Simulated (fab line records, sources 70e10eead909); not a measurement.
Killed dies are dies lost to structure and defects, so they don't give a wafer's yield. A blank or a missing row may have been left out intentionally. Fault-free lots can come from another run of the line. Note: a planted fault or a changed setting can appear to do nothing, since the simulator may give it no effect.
Chamber matching || flow nand_harc || NHARC_A_M1_PRE_CLEAN_32 on pecvd-01: 3 sister chambers
The step time 12 s. 6 wafers are shown with their chamber, then 12 later ones without.

== WAFERS PAIRED WITH THEIR CHAMBERS ==
{"wafer": "L081.3", "chamber": 2, "heater_power_w (W)": 612, "susceptor_temp_C (C)": 370.23}
{"wafer": "L082.4", "chamber": 0, "heater_power_w (W)": 705, "susceptor_temp_C (C)": 370.20}
{"wafer": "L082.6", "chamber": 2, "heater_power_w (W)": 575, "susceptor_temp_C (C)": 370.13}
{"wafer": "L086.1", "chamber": 1, "heater_power_w (W)": 850, "susceptor_temp_C (C)": 370.24}
{"wafer": "L086.2", "chamber": 0, "heater_power_w (W)": 636, "susceptor_temp_C (C)": 370.03}
{"wafer": "L086.5", "chamber": 1, "heater_power_w (W)": 859, "susceptor_temp_C (C)": 369.87}

== WAFERS WITH NO CHAMBER GIVEN ==
{"wafer": "L091.1", "heater_power_w (W)": 766, "susceptor_temp_C (C)": 369.87}
{"wafer": "L091.5", "heater_power_w (W)": 819, "susceptor_temp_C (C)": 369.95}
{"wafer": "L091.6", "heater_power_w (W)": 753, "susceptor_temp_C (C)": 369.67}
{"wafer": "L089.2", "heater_power_w (W)": 730, "susceptor_temp_C (C)": 369.84}
{"wafer": "L089.3", "heater_power_w (W)": 878, "susceptor_temp_C (C)": 369.93}
{"wafer": "L089.5", "heater_power_w (W)": 903, "susceptor_temp_C (C)": 369.90}
{"wafer": "L094.2", "heater_power_w (W)": 877, "susceptor_temp_C (C)": 370.26}
{"wafer": "L094.4", "heater_power_w (W)": 629, "susceptor_temp_C (C)": 369.66}
{"wafer": "L094.5", "heater_power_w (W)": 763, "susceptor_temp_C (C)": 369.77}
{"wafer": "L096.1", "heater_power_w (W)": 822, "susceptor_temp_C (C)": 370.36}
{"wafer": "L096.3", "heater_power_w (W)": 762, "susceptor_temp_C (C)": 369.33}
{"wafer": "L096.6", "heater_power_w (W)": 808, "susceptor_temp_C (C)": 370.05}

== WHICH CHAMBER EACH WENT THROUGH ==
{"wafer": "L091.1", "from the rows above": "can't be placed: 1 or 0", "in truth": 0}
{"wafer": "L091.5", "from the rows above": 1, "in truth": 1}
{"wafer": "L091.6", "from the rows above": "can't be placed: 0 or 1", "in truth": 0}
{"wafer": "L089.2", "from the rows above": "can't be placed: 0 or 1", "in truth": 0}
{"wafer": "L089.3", "from the rows above": 1, "in truth": 1}
{"wafer": "L089.5", "from the rows above": 1, "in truth": 1}
{"wafer": "L094.2", "from the rows above": 1, "in truth": 1}
{"wafer": "L094.4", "from the rows above": "can't be placed: 0 or 2", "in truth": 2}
{"wafer": "L094.5", "from the rows above": "can't be placed: 1 or 0", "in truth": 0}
{"wafer": "L096.1", "from the rows above": 1, "in truth": 1}
{"wafer": "L096.3", "from the rows above": "can't be placed: 1 or 0", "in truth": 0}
{"wafer": "L096.6", "from the rows above": 1, "in truth": 1}
Placed correctly: 6 of 12. These rows do not allow placing 6 (true chamber among the candidates in 6). Wrongly placed: 0.
How it was worked out, from the rows above alone: a wafer's distance from a chamber is the root of the sum, over the readings, of the square of ((its reading less the chamber's mean) divided by the reading's scatter). The wafer belongs to the nearest chamber; if the next one is less than 2 further off, it can't be placed. For every chamber, the mean is computed from those of its wafers that are shown. The scatter: take each reading less its chamber's mean, square it, sum over the shown wafers, divide by the number of wafers less the number of chambers, and take the root.
